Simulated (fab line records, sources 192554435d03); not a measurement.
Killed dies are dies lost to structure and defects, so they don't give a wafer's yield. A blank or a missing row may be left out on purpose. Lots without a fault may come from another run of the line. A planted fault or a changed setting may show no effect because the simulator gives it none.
A struck lot beside a sound one | flow n5_finfet | 18 steps out of a route of 1938
Sound: wafers L862.4, L862.5, L862.6. Struck: wafers L865.2, L865.3, L865.4. The cause comes at the end.
At each step with rows: each side's tool, then ch and its chambers, then its first start. Under that, the readings that differ: sound wafers | struck wafers | difference of the means | sigmas: that difference in standard deviations of wafers without a fault.
alike: readings whose means differ by less than 2 such deviations, and words and numbers that are the same on both sides. not compared: withheld readings, readings that some wafer has no value for, bounds like >300 that may hide the same value, and numbers for which the record gives no deviation and whose values overlap.
The two part at a step that has a row with sigmas, a row that says differs or no value, or rows on one side only. Numbers that don't overlap but have no deviation are shown without sigmas and don't part them. A reading that every wafer of one side lacks parts them only if that side has two wafers or more.

N5_FIN_SAQP_INSPECT_18: inspects for defects (brightfield).
  sound on defect_inspect-01, day 4 10:37; struck on defect_inspect-01, day 5 04:51
  alike: raw_defect_count
then, 1 step without rows for these wafers: N5_FIN_SAQP_DESCUM_21 (chemistry O2, time 7.9 s).
N5_FIN_SAQP_ETCH_51: etches SiARC in CF4, target depth 45.5 nm, time 75.8 s.
  sound on rie_diel-03 ch 0,1, day 4 10:41; struck on rie_diel-05 ch 0,1,2, day 5 05:00
  alike: drypump_motor_current_A, etch_rf_on_time_s, oes_product_au, rf_vpp_V, showerhead_plenum_p_Torr, throttle_valve_pct
  not compared: rf_hours_counter_h
then, 4 steps without rows for these wafers: N5_FIN_SAQP_ETCH_52 (etches SOC in N2/H2, target depth 100 nm, overetch 20 nm, time 150 s); N5_FIN_SAQP_STRIP_53 (strips in N2/H2); N5_FIN_SAQP_HM_OPEN_73 (chemistry CHF3/O2, target SiO2, stops on a-Si, target depth 12 nm, time 16.8 s); N5_FIN_SAQP_STRIP_74 (strips in CHF3/O2).
N5_FIN_SAQP_MANDREL_ETCH_22: etches a-Si in HBr/Cl2, stops on SiNx, target depth 60 nm, bt time 10 s, time 30 s.
  sound on rie_si-03 ch 1,2, day 4 10:56; struck on rie_si-03 ch 1,2,3, day 5 05:15
  alike: drypump_motor_current_A, oes_product_au, throttle_valve_pct
  not compared: rf_hours_counter_h
N5_FIN_SAQP_STRIP_55: strips in N2/H2.
  sound on rie_diel-06 ch 0,1,3, day 4 11:02; struck on rie_diel-06 ch 0,1,2, day 5 05:32
  alike: drypump_motor_current_A, oes_product_au, rf_vpp_V, showerhead_plenum_p_Torr, throttle_valve_pct
  not compared: rf_hours_counter_h
then, 2 steps without rows for these wafers: N5_FIN_SAQP_STRIP_23 (strips in SPM, time 750 s); N5_FIN_SAQP_SRD_66 (time 30 s).
N5_FIN_SAQP_RECESS_75: chemistry HF/NH3, target SiO2, target depth 14.4 nm, afs cycles 3, sublimation time 60 s.
  sound on vapor_etch-02 ch 0,1, day 4 11:29; struck on vapor_etch-01 ch 0,1, day 5 05:52
  alike: drypump_motor_current_A
N5_FIN_SAQP_SPACER1_ALD_24: deposits SiO2, target thk 20.3 nm, pulse time 1 s, purge time 2 s.
  sound on ald_sin-02 ch 0,1,3, day 4 11:45; struck on ald_sin-02 ch 0,1,3, day 5 06:15
  reading                                           | sound                | struck               | difference | sigmas
  susceptor_temp_C (C)                              | 299.90 299.97 300.17 | 295.98 296.21 295.46 | -4.13      | -22
  model.SiO2_of_FIN_SAQP_SPACER1_ALD_24.thk_nm (nm) | 20.2 20 20.2         | 20.4 20.4 20.6       | +0.3       |
  alike: heater_power_w, precursor_pulse_height_rel
N5_FIN_SAQP_SPACER1_ETCHBACK_25: etches SiO2 in CHF3/O2, target depth 24.4 nm, time 12.2 s.
  sound on rie_diel-03 ch 2,3, day 4 12:28; struck on rie_diel-06 ch 0,2, day 5 07:00
  reading               | sound          | struck         | difference | sigmas
  oes_ar_750_au (a.u.)  | 0.95 0.78 0.95 | 0.70 0.71 0.71 | -0.19      | -3
  oes_product_au (a.u.) | 0.99 0.78 1.00 | 0.68 0.72 0.72 | -0.22      | -3
  alike: drypump_motor_current_A, rf_vpp_V, showerhead_plenum_p_Torr, throttle_valve_pct
  not compared: rf_hours_counter_h
N5_FIN_SAQP_MANDREL1_REMOVE_56: chemistry HBr/Cl2/O2, target a-Si, stops on SiNx, bt time 10 s.
  sound on rie_si-04 ch 1,2,3, day 4 12:34; struck on rie_si-05 ch 1,2,3, day 5 07:05
  reading                   | sound        | struck         | difference | sigmas
  model.FIN_SAQP.cd_nm (nm) | 20.2 20.2 20 | 20.6 20.4 20.6 | +0.4       |
  alike: drypump_motor_current_A, oes_product_au, throttle_valve_pct
  not compared: rf_hours_counter_h
N5_FIN_SAQP_CD_MEAS_27: target cd 20 nm.
  sound on cd_sem-01 ch 0, day 4 12:41; struck on cd_sem-01 ch 0, day 5 07:12
  alike: cd_nm
-- the record jumps here: 6 days lie between the struck wafers' starts before and after (it left off in module FIN_SAQP and takes up again in module BEOL_M4, whose first step shown is number 1111 of the route) --
N5_BEOL_M4_RC_MEAS_101:
  sound on prober-01 ch 0, day 10 05:58; struck on prober-02 ch 0, day 11 07:17
  reading       | sound          | struck         | difference | sigmas
  SS_N (mV/dec) | 71.4 69.6 70.8 | 72.2 72.0 73.0 | +1.8       | +3
  alike: DIBL_N, DIBL_P, IOFF_N, IOFF_P, ION_N, ION_P, SS_P, VT_N, VT_P
then, 1 step without rows for these wafers: N5_PASSIVATION_PROBE_49.

WHERE THEY PART
First at N5_FIN_SAQP_SPACER1_ALD_24; last, within this record, at N5_BEOL_M4_RC_MEAS_101.

WHY: what the simulator had put in
Process parameter drift: ald_sin-02, from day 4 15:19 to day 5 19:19, at N5_FIN_SAQP_SPACER1_ALD_24. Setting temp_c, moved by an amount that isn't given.
